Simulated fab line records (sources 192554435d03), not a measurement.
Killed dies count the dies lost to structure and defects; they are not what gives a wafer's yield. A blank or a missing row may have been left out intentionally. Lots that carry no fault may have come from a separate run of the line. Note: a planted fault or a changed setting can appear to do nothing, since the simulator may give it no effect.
Lot-split experiment / flow n5_finfet / on a route of 1938 steps: 7 lots, 21 wafers read

== ON THE SPLIT ==
At N5_HKMG_FIN_ETCH_86 (etches SOC in N2/H2, stops on TiN, target depth 393.2 nm), the setting target_depth_a was moved away from the recipe's 3932 angstrom on 11 of the 21 wafers read, by -10.3% to +8.6%. For the rest of the wafers, this setting stayed at what the recipe calls for.

The reading is taken at the split's own step.

== THE READING ==
SOC_of_HKMG_FIN_COAT_85.thk_nm (the simulator's own value, which no gauge read), in nm, at N5_HKMG_FIN_ETCH_86 (etches SOC in N2/H2, stops on TiN, target depth 393.2 nm). No usual value for it is given in the file. Average 18.3 nm, standard deviation 3.6 nm, over the 10 wafers here run with the recipe.

wafer=L075.2; tool, chamber at the split=rie_diel-06, 2; target_depth_a as run, angstrom=3932; against the recipe=recipe; SOC_of_HKMG_FIN_COAT_85.thk_nm, nm=13.4; against lot-mates on the recipe=-
wafer=L075.3; tool, chamber at the split=rie_diel-06, 3; target_depth_a as run, angstrom=3775; against the recipe=-4.0%; SOC_of_HKMG_FIN_COAT_85.thk_nm, nm=31.4; against lot-mates on the recipe=+18.0
wafer=L075.5; tool, chamber at the split=rie_diel-06, 0; target_depth_a as run, angstrom=3775; against the recipe=-4.0%; SOC_of_HKMG_FIN_COAT_85.thk_nm, nm=30; against lot-mates on the recipe=+16.6
wafer=L076.2; tool, chamber at the split=rie_diel-06, 3; target_depth_a as run, angstrom=3932; against the recipe=recipe; SOC_of_HKMG_FIN_COAT_85.thk_nm, nm=20.4; against lot-mates on the recipe=-
wafer=L076.3; tool, chamber at the split=rie_diel-06, 2; target_depth_a as run, angstrom=3932; against the recipe=recipe; SOC_of_HKMG_FIN_COAT_85.thk_nm, nm=13.6; against lot-mates on the recipe=-
wafer=L076.6; tool, chamber at the split=rie_diel-06, 2; target_depth_a as run, angstrom=3526; against the recipe=-10.3%; SOC_of_HKMG_FIN_COAT_85.thk_nm, nm=43.4; against lot-mates on the recipe=+26.4
wafer=L080.2; tool, chamber at the split=rie_diel-06, 2,0; target_depth_a as run, angstrom=4270; against the recipe=+8.6%; SOC_of_HKMG_FIN_COAT_85.thk_nm, nm=8.6; against lot-mates on the recipe=-5.4
wafer=L080.3; tool, chamber at the split=rie_diel-06, 2,0; target_depth_a as run, angstrom=4270; against the recipe=+8.6%; SOC_of_HKMG_FIN_COAT_85.thk_nm, nm=8.6; against lot-mates on the recipe=-5.4
wafer=L080.5; tool, chamber at the split=rie_diel-06, 2; target_depth_a as run, angstrom=3932; against the recipe=recipe; SOC_of_HKMG_FIN_COAT_85.thk_nm, nm=14; against lot-mates on the recipe=-
wafer=L082.3; tool, chamber at the split=rie_diel-02, 0; target_depth_a as run, angstrom=3932; against the recipe=recipe; SOC_of_HKMG_FIN_COAT_85.thk_nm, nm=22.4; against lot-mates on the recipe=-
wafer=L082.6; tool, chamber at the split=rie_diel-02, 0; target_depth_a as run, angstrom=3932; against the recipe=recipe; SOC_of_HKMG_FIN_COAT_85.thk_nm, nm=22.4; against lot-mates on the recipe=-
wafer=L082.4; tool, chamber at the split=rie_diel-02, 2; target_depth_a as run, angstrom=3932; against the recipe=recipe; SOC_of_HKMG_FIN_COAT_85.thk_nm, nm=15.2; against lot-mates on the recipe=-
wafer=L085.2; tool, chamber at the split=rie_diel-04, 1; target_depth_a as run, angstrom=3701; against the recipe=-5.9%; SOC_of_HKMG_FIN_COAT_85.thk_nm, nm=36.2; against lot-mates on the recipe=no lot-mate on the recipe
wafer=L085.3; tool, chamber at the split=rie_diel-04, 3; target_depth_a as run, angstrom=3701; against the recipe=-5.9%; SOC_of_HKMG_FIN_COAT_85.thk_nm, nm=32; against lot-mates on the recipe=no lot-mate on the recipe
wafer=L085.4; tool, chamber at the split=rie_diel-04, 2; target_depth_a as run, angstrom=3701; against the recipe=-5.9%; SOC_of_HKMG_FIN_COAT_85.thk_nm, nm=29.2; against lot-mates on the recipe=no lot-mate on the recipe
wafer=L086.1; tool, chamber at the split=rie_diel-04, 2; target_depth_a as run, angstrom=3577; against the recipe=-9.0%; SOC_of_HKMG_FIN_COAT_85.thk_nm, nm=38.4; against lot-mates on the recipe=+18.4
wafer=L086.4; tool, chamber at the split=rie_diel-04, 1; target_depth_a as run, angstrom=3932; against the recipe=recipe; SOC_of_HKMG_FIN_COAT_85.thk_nm, nm=20; against lot-mates on the recipe=-
wafer=L086.5; tool, chamber at the split=rie_diel-04, 1; target_depth_a as run, angstrom=3577; against the recipe=-9.0%; SOC_of_HKMG_FIN_COAT_85.thk_nm, nm=45.4; against lot-mates on the recipe=+25.4
wafer=L096.1; tool, chamber at the split=rie_diel-04, 1; target_depth_a as run, angstrom=3932; against the recipe=recipe; SOC_of_HKMG_FIN_COAT_85.thk_nm, nm=20.8; against lot-mates on the recipe=-
wafer=L096.6; tool, chamber at the split=rie_diel-04, 1; target_depth_a as run, angstrom=3932; against the recipe=recipe; SOC_of_HKMG_FIN_COAT_85.thk_nm, nm=20.8; against lot-mates on the recipe=-
wafer=L096.4; tool, chamber at the split=rie_diel-04, 3; target_depth_a as run, angstrom=3705; against the recipe=-5.8%; SOC_of_HKMG_FIN_COAT_85.thk_nm, nm=32.4; against lot-mates on the recipe=+11.6
Where a row lists several chambers, the file gives one row for several wafers and doesn't say which wafer went through which chamber.

THE FIT
A straight line over all 21 wafers: SOC_of_HKMG_FIN_COAT_85.thk_nm changes by -2.02 nm for each +1% of target_depth_a; r = -0.93; the points scatter about the line by 4.1 nm.
The same after taking each lot's own level away (the mean of its wafers on the recipe; 18 wafers): -1.83 nm for each +1%; r = -0.89; scatter 5.1 nm.
On that fit, the largest move of target_depth_a shifts the reading by 19 nm.
From 13.40 to 20.80 nm: that is the span of the lots' own levels, equal to 2.1 times the standard deviation above.
Hence the slope depends on the lot-to-lot level, as the two fits are not the same.
Check: with one of the wafers moved furthest among these (-10.3%) left out of the fit, the line predicts +20.9 nm for it against its lot-mates. Against them it came out at +26.4 nm.

== THE OTHER SPLITS THESE WAFERS WENT THROUGH ==
Note: prior to the reading, these wafers also went through further splits. Each is held against what the fit with the lots' levels taken away leaves over:
other split on the same wafers=N5_SDB_COAT_05 spin_rpm; wafers away from the commonest value=7; r with SOC_of_HKMG_FIN_COAT_85.thk_nm (lot level and that fit taken away)=+0.53
other split on the same wafers=N5_HKMG_FIN_COAT_42 spin_rpm; wafers away from the commonest value=7; r with SOC_of_HKMG_FIN_COAT_85.thk_nm (lot level and that fit taken away)=-0.11
other split on the same wafers=N5_HKMG_FIN_ETCH_35 source_w; wafers away from the commonest value=8; r with SOC_of_HKMG_FIN_COAT_85.thk_nm (lot level and that fit taken away)=+0.20

== THE FILE'S OWN FIT ==
SOC_of_HKMG_FIN_COAT_85.thk_nm changes by -2.1 nm for each +1% of target_depth_a, r = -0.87.
